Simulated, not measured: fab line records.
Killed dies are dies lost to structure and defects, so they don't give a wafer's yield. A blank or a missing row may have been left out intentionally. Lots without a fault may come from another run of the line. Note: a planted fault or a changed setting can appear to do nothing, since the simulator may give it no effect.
Which tool is to blame? | flow n5 finfet | Sampling: 12 lots, 36 wafers, 3 of 1938 route steps

## WHAT THE GAUGES READ, wafer by wafer
N5_BEOL_M10_INSPECT_13: inspects for defects (brightfield).
lot  | measured     | on                | raw defect count
L074 | day 11 15:55 | defect inspect-02 | 520 575 623
L077 | day 11 20:38 | defect inspect-01 | 300 277 408
L080 | day 12 20:33 | defect inspect-01 | 387 396 433
L081 | day 12 21:04 | defect inspect-01 | 330 445 341
L083 | day 14 00:06 | defect inspect-02 | 410 333 373
L087 | day 14 14:22 | defect inspect-01 | 321 357 334
L086 | day 14 15:13 | defect inspect-01 | 527 409 486
L089 | day 15 20:37 | defect inspect-02 | 489 527 442
L088 | day 15 21:41 | defect inspect-01 | 555 317 364
L094 | day 16 10:46 | defect inspect-01 | 268 354 253
L095 | day 16 20:17 | defect inspect-01 | 463 345 449
L096 | day 17 04:47 | defect inspect-02 | 535 404 411

## WHICH TOOL RAN EACH LOT (tool, then ch and the chambers of the sampled wafers, then the start)
lot  | N5_BEOL_M9_STRIP_36                | N5_BEOL_M9_ANNEAL_51
L074 | rie diel-02 ch 1,2,3, day 11 10:21 | rtp anneal-02 ch 0, day 11 12:33
L077 | rie diel-01 ch 0,2, day 11 15:10   | rtp anneal-01 ch 0, day 11 17:31
L080 | rie diel-05 ch 1,2,3, day 12 14:33 | rtp anneal-01 ch 0, day 12 16:49
L081 | rie diel-01 ch 0,3, day 12 14:47   | rtp anneal-02 ch 0, day 12 17:41
L083 | rie diel-01 ch 1,2,3, day 13 17:02 | rtp anneal-02 ch 0, day 13 19:44
L087 | rie diel-05 ch 1,2,3, day 14 08:34 | rtp anneal-02 ch 0, day 14 11:09
L086 | rie diel-05 ch 1,2, day 14 09:05   | rtp anneal-01 ch 0, day 14 11:29
L089 | rie diel-01 ch 0,1,3, day 15 14:56 | rtp anneal-02 ch 0, day 15 18:16
L088 | rie diel-05 ch 0,1,2, day 15 16:30 | rtp anneal-02 ch 0, day 15 19:20
L094 | rie diel-02 ch 0,1,3, day 16 05:56 | rtp anneal-02 ch 0, day 16 08:28
L095 | rie diel-01 ch 0,2, day 16 14:31   | rtp anneal-02 ch 0, day 16 17:17
L096 | rie diel-01 ch 0,1,2, day 16 23:04 | rtp anneal-01 ch 0, day 17 01:11
- N5_BEOL_M9_STRIP_36: strips in N2/H2.
- N5_BEOL_M9_ANNEAL_51: time 90 s.

## THE ANSWER, worked out from the rows above alone
Rule: the usual values come from the lots themselves. The widest of any qualifying gaps counts: lots, ordered by their means at a reading, are off when they make up no more than a third of the lots, leave a main group of 4 or more, and stand apart from it by 3 or more times the standard deviation of that group's means. A main group is skipped when, at the precision printed for the reading in the tables above, its means are all equal. A lot without any number at a reading at which 4 lots or more have one is off too. Any other lot the step has rows for is counted as sound.
None of the lots is off at any reading shown; this tells nothing.

## WHAT THE SIMULATOR PUT IN
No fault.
